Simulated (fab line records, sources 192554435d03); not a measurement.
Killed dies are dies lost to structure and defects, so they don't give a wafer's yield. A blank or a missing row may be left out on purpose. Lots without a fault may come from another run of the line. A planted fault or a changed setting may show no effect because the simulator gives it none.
A struck lot beside a sound one | flow n5_finfet | 16 steps out of a route of 1938
Sound: wafers L495.1, L495.3, L495.4. Struck: wafer L497.4. (L497.1 of the same lot was not struck and is left out.) The cause comes at the end.
At each step with rows: each side's tool, then ch and its chambers, then its first start. Under that, the readings that differ: sound wafers | struck wafers | difference of the means | sigmas: that difference in standard deviations of wafers without a fault.
alike: readings whose means differ by less than 2 such deviations, and words and numbers that are the same on both sides. not compared: withheld readings, readings that some wafer has no value for, bounds like >300 that may hide the same value, and numbers for which the record gives no deviation and whose values overlap.
The two part at a step that has a row with sigmas, a row that says differs or no value, or rows on one side only. Numbers that don't overlap but have no deviation are shown without sigmas and don't part them. A reading that every wafer of one side lacks parts them only if that side has two wafers or more.

N5_SD_ACTIVATION_LSA_01: time 0.0008 s.
  sound on laser_anneal-02 ch 0, day 5 21:26; struck on laser_anneal-01 ch 0, day 6 07:05
  reading          | sound                | struck | difference | sigmas
  wafer_temp_C_max | 1083.2 1083.0 1085.3 | 1085.8 | +2.0       | +2
N5_SD_ACTIVATION_RS_MEAS_03: measures by four-point-probe.
  sound on film_metro-02, day 5 21:38; struck on film_metro-02, day 6 07:17
  reading          | sound             | struck | difference | sigmas
  RS_SD_N (ohm/sq) | 22.22 22.10 22.11 | 21.50  | -0.64      | -2
  alike: RS_SD_P
N5_SD_ACTIVATION_INSPECT_02: inspects for defects (darkfield).
  sound on defect_inspect-02, day 5 21:58; struck on defect_inspect-01, day 6 07:37
  reading          | sound       | struck | difference | sigmas
  raw_defect_count | 159 130 122 | 259    | +122       | +3
N5_ILD0_LINER_00: material SiNx, target thk 4 nm, pulse time 1 s, purge time 2 s.
  sound on ald_sin-04 ch 1,2,3, day 5 22:11; struck on ald_sin-04 ch 0, day 6 07:40
  reading               | sound       | struck | difference | sigmas
  since_wet_clean_h (h) | 110 110 110 | 120    | +10        |
  alike: heater_power_w, precursor_pulse_height_rel
then, 2 steps without rows for these wafers: N5_ILD0_FCVD_FILL_01 (material SiO2 flowable, target thk 200 nm, time 328.3 s); N5_ILD0_CURE_02 (time 1800 s).
N5_ILD0_CMP_03: polishes, stops on SiNx, t overpolish 1.9 s, target thk 197.38 nm.
  sound on cmp-02 ch 1,2,3, day 6 00:37; struck on cmp-01 ch 2, day 6 10:06
  alike: motor_current_A, overpolish_run_s, time_to_endpoint_s
N5_ILD0_THK_MEAS_04:
  sound on film_metro-02, day 6 00:55; struck on film_metro-02, day 6 10:19
  alike: thk_nm
N5_ILD0_CMP_07: polishes SiO2 flowable, stops on poly-Si, t overpolish 1.18 s, target thk 138.88 nm.
  sound on cmp-01 ch 0,2,3, day 6 00:56; struck on cmp-02 ch 3, day 6 10:21
  reading             | sound          | struck | difference | sigmas
  motor_current_A (A) | 13.2 14.3 12.6 | 10.1   | -3.3       | -3
N5_ILD0_THK_MEAS_08:
  sound on film_metro-01, day 6 01:14; struck on film_metro-01, day 6 10:38
  alike: thk_nm
then, 1 step without rows for these wafers: N5_ILD0_PRECLEAN_10 (cleans in NF3:NH3, afs cycles 5, time 20 s, sublimation time 60 s).
N5_ILD0_ALD_15: deposits SiNx, target thk 24 nm, pulse time 1 s, ald cycles 480.
  sound on ald_sin-04 ch 0,1,2, day 6 02:07; struck on ald_sin-03 ch 3, day 6 11:32
  reading                               | sound          | struck | difference | sigmas
  ald_cycles                            | 480 480 480    | 870    | +390       |
  since_wet_clean_h (h)                 | 115 115 115    | 320    | +205       |
  model.SiNx_of_ILD0_ALD_15.thk_nm (nm) | 24.2 24.2 24.2 | 43.4   | +19.2      |
  alike: heater_power_w, precursor_pulse_height_rel
N5_ILD0_CMP_12: polishes SiNx, stops on poly-Si, t overpolish 6 s, target thk 17.67 nm.
  sound on cmp-02 ch 1,2,3, day 6 04:22; struck on cmp-02 ch 0, day 6 13:47
  reading                | sound          | struck | difference | sigmas
  time_to_endpoint_s (s) | 28.7 27.0 30.1 | 52.3   | +23.7      | +14
  alike: motor_current_A
N5_ILD0_THK_MEAS_13:
  sound on film_metro-02, day 6 04:37; struck on film_metro-01, day 6 14:02
  alike: thk_nm
-- the record jumps here: 4 days lie between the struck wafers' starts before and after (it left off in module ILD0 and takes up again in module BEOL_M4, whose first step shown is number 1111 of the route) --
N5_BEOL_M4_RC_MEAS_101:
  sound on prober-01 ch 0, day 10 08:14; struck on prober-02 ch 0, day 10 12:19
  alike: DIBL_N, DIBL_P, IOFF_N, IOFF_P, ION_N, ION_P, SS_N, SS_P, VT_N, VT_P
-- the record jumps here: 5 days lie between the struck wafers' starts before and after (it left off in module BEOL_M4 and takes up again in module PASSIVATION, whose first step shown is number 1936 of the route) --
N5_PASSIVATION_PROBE_49:
  sound on prober-01, day 14 12:30; struck on prober-02, day 15 00:55
  reading      | sound    | struck | difference | sigmas
  killed_short | 35 18 24 | 43     | +17        | +2
  alike: defect_limited_yield, killed_at_M0_to_M3, killed_at_M4_up, killed_at_contacts, killed_at_front_end, killed_at_other, killed_dies, killed_on_rim, killed_open, sort_bin_5_function, sort_bin_6_memory, sort_n_pass, sort_yield_pct

WHERE THEY PART
First at N5_SD_ACTIVATION_LSA_01; last, within this record, at N5_PASSIVATION_PROBE_49.

WHY: what the simulator had put in
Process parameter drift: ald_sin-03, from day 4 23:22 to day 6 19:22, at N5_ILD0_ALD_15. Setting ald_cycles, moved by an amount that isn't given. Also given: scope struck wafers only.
